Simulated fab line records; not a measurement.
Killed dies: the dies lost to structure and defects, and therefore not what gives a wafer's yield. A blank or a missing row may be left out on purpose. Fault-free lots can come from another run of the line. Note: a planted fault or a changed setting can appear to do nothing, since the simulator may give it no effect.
Matching of chambers + flow n5_finfet + N5_BEOL_M7_DESCUM_33 on rie_diel-02: 4 sister chambers
The step chemistry O2, time 7 s. 14 wafers are shown with their chamber, then 7 later ones without.

## WAFERS WITH THEIR CHAMBER
| wafer  | chamber | showerhead_plenum_p_Torr (Torr) | throttle_valve_pct (%) | drypump_motor_current_A (A) |
|--------|---------|---------------------------------|------------------------|-----------------------------|
| L081.1 | 3       | 2.04                            | 20.42                  | 5.43                        |
| L081.3 | 0       | 1.99                            | 20.52                  | 5.31                        |
| L081.6 | 3       | 2.04                            | 20.41                  | 5.49                        |
| L085.2 | 2       | 2.13                            | 20.03                  | 5.62                        |
| L085.3 | 0       | 1.99                            | 20.54                  | 5.29                        |
| L085.5 | 2       | 2.13                            | 20.03                  | 5.64                        |
| L086.2 | 1       | 2.16                            | 20.08                  | 5.82                        |
| L086.3 | 2       | 2.13                            | 20.02                  | 5.62                        |
| L086.6 | 2       | 2.13                            | 20.02                  | 5.63                        |
| L088.1 | 3       | 2.03                            | 20.45                  | 5.48                        |
| L088.2 | 0       | 1.98                            | 20.54                  | 5.30                        |
| L088.3 | 2       | 2.13                            | 20.04                  | 5.66                        |
| L091.1 | 2       | 2.12                            | 20.06                  | 5.67                        |
| L091.4 | 3       | 2.03                            | 20.46                  | 5.50                        |

SIGNATURES, as means of the wafers listed above
| reading                  | chamber 0 | chamber 1 | chamber 2 | chamber 3 | scatter within a chamber |
|--------------------------|-----------|-----------|-----------|-----------|--------------------------|
| showerhead_plenum_p_Torr | 1.9867    | 2.1600    | 2.1283    | 2.0350    | 0.005                    |
| throttle_valve_pct       | 20.5333   | 20.0800   | 20.0333   | 20.4350   | 0.0176                   |
| drypump_motor_current_A  | 5.3000    | 5.8200    | 5.6400    | 5.4750    | 0.023                    |
Rule: a wafer's distance from a chamber is the root of the sum, over the readings, of the square of ((its reading less the chamber's mean) divided by the reading's scatter). The wafer belongs to the nearest chamber; if the next one is less than 2 further off, it can't be placed. The scatter is the square root of a quotient: the sum, over the shown wafers, of each reading's squared deviation from its chamber's mean, divided by wafers minus chambers.

## WAFERS MISSING THEIR CHAMBER
| wafer  | showerhead_plenum_p_Torr (Torr) | throttle_valve_pct (%) | drypump_motor_current_A (A) |
|--------|---------------------------------|------------------------|-----------------------------|
| L091.5 | 2.15                            | 20.09                  | 5.81                        |
| L093.2 | 1.98                            | 20.58                  | 5.29                        |
| L093.3 | 2.12                            | 20.07                  | 5.64                        |
| L093.6 | 2.12                            | 20.06                  | 5.68                        |
| L094.1 | 2.12                            | 20.04                  | 5.70                        |
| L094.2 | 2.15                            | 20.11                  | 5.85                        |
| L094.4 | 2.03                            | 20.46                  | 5.49                        |

## WHICH CHAMBER EACH WENT THROUGH
| wafer  | from the rows above | in truth |
|--------|---------------------|----------|
| L091.5 | 1                   | 1        |
| L093.2 | 0                   | 0        |
| L093.3 | 2                   | 2        |
| L093.6 | 2                   | 2        |
| L094.1 | 2                   | 2        |
| L094.2 | 1                   | 1        |
| L094.4 | 3                   | 3        |
Correctly placed: 7 of 7. Left unplaced by these rows: 0. 0 placed wrongly.
